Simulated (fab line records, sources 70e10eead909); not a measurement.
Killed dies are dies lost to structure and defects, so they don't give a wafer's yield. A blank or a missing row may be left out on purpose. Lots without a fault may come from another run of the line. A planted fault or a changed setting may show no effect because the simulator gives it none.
Chamber matching | flow nand_harc | NHARC_P_GATE_DEP_103 on pecvd-01: 3 sister chambers
The step deposits SiON, target thk 30 nm. 3 wafers are shown with their chamber, then 7 later ones without.

WAFERS WITH THEIR CHAMBER
wafer  | chamber | heater_power_w (W)
L920.6 | 1       | 984
L935.1 | 0       | 608
L935.3 | 2       | 814

WAFERS WITHOUT THEIR CHAMBER
wafer  | heater_power_w (W)
L935.6 | 1056
L936.1 | 838
L936.3 | 583
L936.6 | 836
L938.1 | 1031
L938.3 | 646
L938.6 | 548

WHICH CHAMBER EACH WENT THROUGH
wafer  | from the rows above | in truth
L935.6 | 1                   | 1
L936.1 | 2                   | 2
L936.3 | 0                   | 0
L936.6 | 2                   | 2
L938.1 | 1                   | 1
L938.3 | 0                   | 0
L938.6 | 0                   | 0
Placed correctly: 7 of 7. Can't be placed from these rows: 0. Placed wrongly: 0.
How it was worked out, from the rows above alone: a wafer's distance from a chamber is the root of the sum, over the readings, of the square of ((its reading less the chamber's mean) divided by the reading's scatter). The wafer belongs to the nearest chamber; if the next one is less than 2 further off, it can't be placed. A chamber's mean is the mean of its shown wafers. The scatter: with one shown wafer a chamber, the root of the mean of the squares of how far each hidden wafer lies from its nearest shown one.
